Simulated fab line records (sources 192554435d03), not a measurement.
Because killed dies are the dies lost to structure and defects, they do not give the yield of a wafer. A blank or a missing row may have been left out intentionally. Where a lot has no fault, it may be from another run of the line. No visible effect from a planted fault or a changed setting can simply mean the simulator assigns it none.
Which tool was responsible?	flow n5-finfet	24 lots with 72 wafers sampled at 3 steps, on a route of 1938 steps

== WHAT EACH GAUGE READ, for each wafer ==
N5_ILD0_THK_MEAS_13.
lot	measured	on	thk-nm (nm)
L074	day 3 18:17	film-metro-01	16.5 19.9 17.6
L075	day 3 21:53	film-metro-01	19.4 19.0 18.8
L076	day 4 05:26	film-metro-01	19.1 17.6 19.1
L077	day 4 12:50	film-metro-01	17.1 18.9 19.3
L078	day 4 16:07	film-metro-01	18.3 17.5 19.0
L079	day 5 00:34	film-metro-02	19.2 19.6 18.2
L080	day 5 04:39	film-metro-02	18.2 17.2 17.5
L081	day 5 15:13	film-metro-02	16.4 16.7 17.3
L082	day 5 19:17	film-metro-02	18.2 18.9 18.6
L083	day 5 22:17	film-metro-02	18.1 18.2 17.9
L084	day 6 08:19	film-metro-02	16.5 16.5 16.6
L085	day 6 11:47	film-metro-02	17.2 17.2 17.6
L086	day 6 18:10	film-metro-01	18.6 17.8 16.8
L087	day 7 02:11	film-metro-02	18.6 20.1 18.2
L088	day 7 03:56	film-metro-02	17.2 17.7 17.9
L089	day 7 11:18	film-metro-02	19.2 17.8 20.2
L090	day 7 17:25	film-metro-01	16.8 18.8 16.2
L091	day 7 21:29	film-metro-01	18.6 16.9 16.7
L092	day 8 07:38	film-metro-02	18.9 18.0 18.6
L093	day 8 13:48	film-metro-01	20.5 18.0 18.5
L094	day 8 18:44	film-metro-01	19.1 20.6 20.9
L095	day 9 03:53	film-metro-01	20.9 18.5 18.2
L097	day 9 13:22	film-metro-01	17.4 18.0 18.0
L096	day 9 14:32	film-metro-01	17.5 18.1 18.3

N5_SDB_INSPECT_13: inspects for defects (brightfield).
lot	measured	on	raw-defect-count
L074	day 3 18:44	defect-inspect-01	122 97 84
L075	day 3 22:20	defect-inspect-01	118 79 80
L076	day 4 05:52	defect-inspect-02	37 36 61
L077	day 4 13:25	defect-inspect-02	59 46 119
L078	day 4 16:40	defect-inspect-02	76 76 66
L079	day 5 01:04	defect-inspect-01	85 128 72
L080	day 5 05:13	defect-inspect-02	108 152 78
L081	day 5 15:49	defect-inspect-02	89 94 91
L082	day 5 19:52	defect-inspect-02	109 73 109
L083	day 5 22:50	defect-inspect-01	34 46 81
L084	day 6 08:53	defect-inspect-01	127 156 160
L085	day 6 12:14	defect-inspect-02	112 74 70
L086	day 6 18:37	defect-inspect-01	102 107 80
L087	day 7 02:37	defect-inspect-01	58 54 59
L088	day 7 04:30	defect-inspect-02	34 39 38
L089	day 7 12:01	defect-inspect-01	177 112 145
L090	day 7 17:59	defect-inspect-01	141 75 148
L091	day 7 21:55	defect-inspect-01	102 86 123
L092	day 8 08:13	defect-inspect-01	85 117 49
L093	day 8 14:14	defect-inspect-01	22 52 34
L094	day 8 19:20	defect-inspect-01	18 13 40
L095	day 9 04:29	defect-inspect-02	62 53 65
L097	day 9 13:48	defect-inspect-01	97 101 50
L096	day 9 15:06	defect-inspect-02	81 153 132

== WHAT TOOL EACH LOT RAN ON (gives the tool, then ch and the chambers of the sampled wafers, and finally the start) ==
lot	N5_ILD0_CMP_07
L074	cmp-01 ch 0,1,3, day 3 14:49
L075	cmp-04 ch 1,2, day 3 18:25
L076	cmp-01 ch 1,2,3, day 4 01:58
L077	cmp-04 ch 0,1, day 4 08:55
L078	cmp-02 ch 0,1,2, day 4 12:40
L079	cmp-01 ch 0,1,2, day 4 20:59
L080	cmp-02 ch 0,1,3, day 5 00:44
L081	cmp-01 ch 0,3, day 5 11:44
L082	cmp-02 ch 0,2,3, day 5 15:38
L083	cmp-01 ch 1,2,3, day 5 18:53
L084	cmp-02 ch 1,2,3, day 6 04:51
L085	cmp-02 ch 2,3, day 6 08:17
L086	cmp-02 ch 0,2, day 6 14:09
L087	cmp-04 ch 0,2,3, day 6 22:40
L088	cmp-02 ch 0,2,3, day 7 00:28
L089	cmp-04 ch 1,2, day 7 07:47
L090	cmp-01 ch 0,1,2, day 7 13:55
L091	cmp-01 ch 0,1,3, day 7 18:03
L092	cmp-02 ch 0,2, day 8 04:10
L093	cmp-01 ch 0,2,3, day 8 10:17
L094	cmp-02 ch 1,2,3, day 8 15:18
L095	cmp-04 ch 0,1,3, day 9 00:23
L097	cmp-01 ch 2,3, day 9 09:52
L096	cmp-04 ch 0,2,3, day 9 10:55
- N5_ILD0_CMP_07: polishes SiO2 flowable, stops on poly-Si, t overpolish 1.18 s, target thk 138.88 nm.

== WHAT THE TOOLS THEMSELVES READ (means of the sampled wafers that have a number; where no wafer has one, the mark that the record gives instead) ==
N5_ILD0_CMP_07.
lot	tool	motor-current-A (A)	platen-rpm (rpm)
L074	cmp-01	12.0	51.80
L075	cmp-04	12.7	51.84
L076	cmp-01	12.8	51.79
L077	cmp-04	12.4	51.80
L078	cmp-02	10.7	51.79
L079	cmp-01	13.0	51.80
L080	cmp-02	11.5	51.79
L081	cmp-01	11.6	51.79
L082	cmp-02	10.8	51.80
L083	cmp-01	12.7	51.79
L084	cmp-02	10.7	51.79
L085	cmp-02	10.6	51.81
L086	cmp-02	11.3	51.80
L087	cmp-04	11.5	51.79
L088	cmp-02	10.8	51.78
L089	cmp-04	12.5	51.82
L090	cmp-01	12.4	51.78
L091	cmp-01	12.1	51.78
L092	cmp-02	10.7	51.80
L093	cmp-01	12.2	51.81
L094	cmp-02	10.6	51.79
L095	cmp-04	12.5	51.80
L097	cmp-01	12.9	51.78
L096	cmp-04	11.9	51.76

== THE ANSWER, worked out from the rows above alone ==
Rule: usual is defined by the lots themselves. Put in order of their means at a reading, lots are off if they are a third of the lots or fewer, leave a main group of 4 or more, and stand apart from it by a gap of 3 or more times the standard deviation of the main group's means; of several such gaps the widest counts. If all means in a main group match to the digits the tables above print for the reading, that group is not used. Also off: a lot with no number at a reading for which 4 or more lots have one. All remaining lots with rows at the step are treated as sound. After the gauges, taken in route order, come the tools' own readings; for these a lot's mean is taken, as printed above. The first step at which some lot is off is used, and at that step the reading that is off furthest; a lot without a number counts as furthest.
None of the lots is off at any reading shown; this tells nothing.

== WHAT THE SIMULATOR HAD PUT IN ==
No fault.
